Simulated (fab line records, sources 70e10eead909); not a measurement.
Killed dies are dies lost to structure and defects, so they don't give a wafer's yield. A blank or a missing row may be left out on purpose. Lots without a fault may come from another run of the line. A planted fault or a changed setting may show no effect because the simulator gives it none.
A struck lot beside a sound one | flow nand_harc | 14 steps out of a route of 1302
Sound: wafers L493.1, L493.2, L493.6. Struck: wafers L489.2, L489.4, L489.5. The cause comes at the end.
At each step with rows: each side's tool, then ch and its chambers, then its first start. Under that, the readings that differ: sound wafers | struck wafers | difference of the means | sigmas: that difference in standard deviations of wafers without a fault.
alike: readings whose means differ by less than 2 such deviations, and words and numbers that are the same on both sides. not compared: withheld readings, readings that some wafer has no value for, bounds like >300 that may hide the same value, and numbers for which the record gives no deviation and whose values overlap.
The two part at a step that has a row with sigmas, a row that says differs or no value, or rows on one side only. Numbers that don't overlap but have no deviation are shown without sigmas and don't part them. A reading that every wafer of one side lacks parts them only if that side has two wafers or more.

NHARC_A_M0_CMP_23: polishes, t overpolish 20 s, target thk 113.75 nm.
  sound on cmp-01 ch 0,1,3, day 27 00:48; struck on cmp-01 ch 0,3, day 25 14:27
  alike: motor_current_A, time_to_endpoint_s
NHARC_A_M0_THK_MEAS_24: measures by xrf.
  sound on film_metro-02, day 27 01:04; struck on film_metro-01, day 25 14:46
  alike: thk_nm
then, 1 step without rows for these wafers: NHARC_A_M0_SRD_25.
NHARC_A_M0_INSPECT_27:
  sound on defect_inspect-01, day 27 01:13; struck on defect_inspect-01, day 25 14:55
  alike: raw_defect_count
NHARC_A_M0_PRE_CLEAN_31: time 12 s.
  sound on pecvd-02 ch 0,1,2, day 27 01:18; struck on pecvd-01 ch 0,1,2, day 25 15:00
  alike: heater_power_w
NHARC_A_M0_DEP_32: deposits SiCN, target thk 30 nm.
  sound on pecvd-02 ch 0,1,2, day 27 01:25; struck on pecvd-01 ch 0,1,2, day 25 15:07
  alike: heater_power_w
then, 5 steps without rows for these wafers: NHARC_A_M1_DEP_00 (deposits SiOC, target thk 182.5 nm); NHARC_A_M1_DEHYDRATE_01 (time 120 s); NHARC_A_M1_HMDS_02 (time 30 s); NHARC_A_M1_COAT_34 (time 65 s); NHARC_A_M1_COAT_03 (resist thk 90 nm).
NHARC_A_M1_SOFTBAKE_04: time 55 s.
  sound on litho_track-04 ch 0, day 27 02:00; struck on litho_track-06 ch 0, day 25 15:00
  reading                  | sound                | struck               | difference | sigmas
  heater_power_total_W (W) | 188.26 188.53 188.40 | 193.75 193.62 193.36 | +5.18      | +40
  alike: chill_plate_temp_C, resist_line_temp_C
then, 1 step without rows for these wafers: NHARC_A_M1_EBR_05.
NHARC_END_SORT_01:
  sound on prober-02 ch 0, day 28 15:19; struck on prober-02 ch 0, day 27 01:28
  reading         | sound | struck | difference | sigmas
  killed_at_other | 3 2 3 | 0 1 0  | -2         | -2
  alike: defect_limited_yield, killed_at_array, killed_at_periphery, killed_dies, killed_open, killed_short, sort_bin_2_pct, sort_bin_3_pct, sort_bin_4_pct, sort_n_pass, sort_rim_yield_pct, sort_yield_pct

WHERE THEY PART
First at NHARC_A_M1_SOFTBAKE_04; last, within this record, at NHARC_END_SORT_01.

WHY: what the simulator had put in
Process parameter drift: litho_track-06, from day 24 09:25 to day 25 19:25, at NHARC_A_M1_SOFTBAKE_04. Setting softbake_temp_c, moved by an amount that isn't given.
